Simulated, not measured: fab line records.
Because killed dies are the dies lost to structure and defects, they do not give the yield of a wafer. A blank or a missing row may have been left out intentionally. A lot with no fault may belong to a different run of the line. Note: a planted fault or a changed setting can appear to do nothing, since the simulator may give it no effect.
Chamber matching	flow nand_harc	NHARC_A_WL_FILL_ALD_00 on ald_hk-03 has 4 sister chambers
The step deposits Al2O3, target thk 3 nm, pulse time 3 s, ald cycles 30. 8 wafers are shown with their chamber, then 7 later ones without.

## WAFERS, EACH WITH ITS CHAMBER
wafer	chamber	heater_power_w (W)	precursor_pulse_height_rel
L563.1	0	475	1.036
L563.5	1	412	1.040
L566.2	3	478	1.014
L566.3	0	490	0.974
L576.1	1	421	1.040
L576.6	2	412	0.972
L579.1	2	421	1.020
L579.2	3	524	0.991

## WAFERS MISSING THEIR CHAMBER
wafer	heater_power_w (W)	precursor_pulse_height_rel
L579.6	430	0.983
L580.3	428	0.969
L580.5	418	0.982
L580.6	485	1.004
L582.3	521	1.035
L582.4	414	0.956
L582.6	423	0.982

## THE CHAMBER EACH PASSED THROUGH
wafer	from the rows above	in truth
L579.6	can't be placed: 2 or 1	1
L580.3	can't be placed: 2 or 1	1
L580.5	can't be placed: 2 or 1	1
L580.6	can't be placed: 0 or 3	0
L582.3	can't be placed: 3 or 0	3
L582.4	can't be placed: 2 or 1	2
L582.6	can't be placed: 2 or 1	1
Placed correctly: 0 of 7. From these rows, 7 cannot be placed; in 7 the true chamber is one of the candidates. 0 placed wrongly.
How it was worked out, from the rows above alone: a wafer's distance from a chamber is the root of the sum, over the readings, of the square of ((its reading less the chamber's mean) divided by the reading's scatter). If the next closest chamber is less than 2 further off than the closest, the wafer can't be placed; otherwise it belongs to the closest. A chamber's mean is the mean of its shown wafers. The scatter: take each reading less its chamber's mean, square it, sum over the shown wafers, divide by the number of wafers less the number of chambers, and take the root.
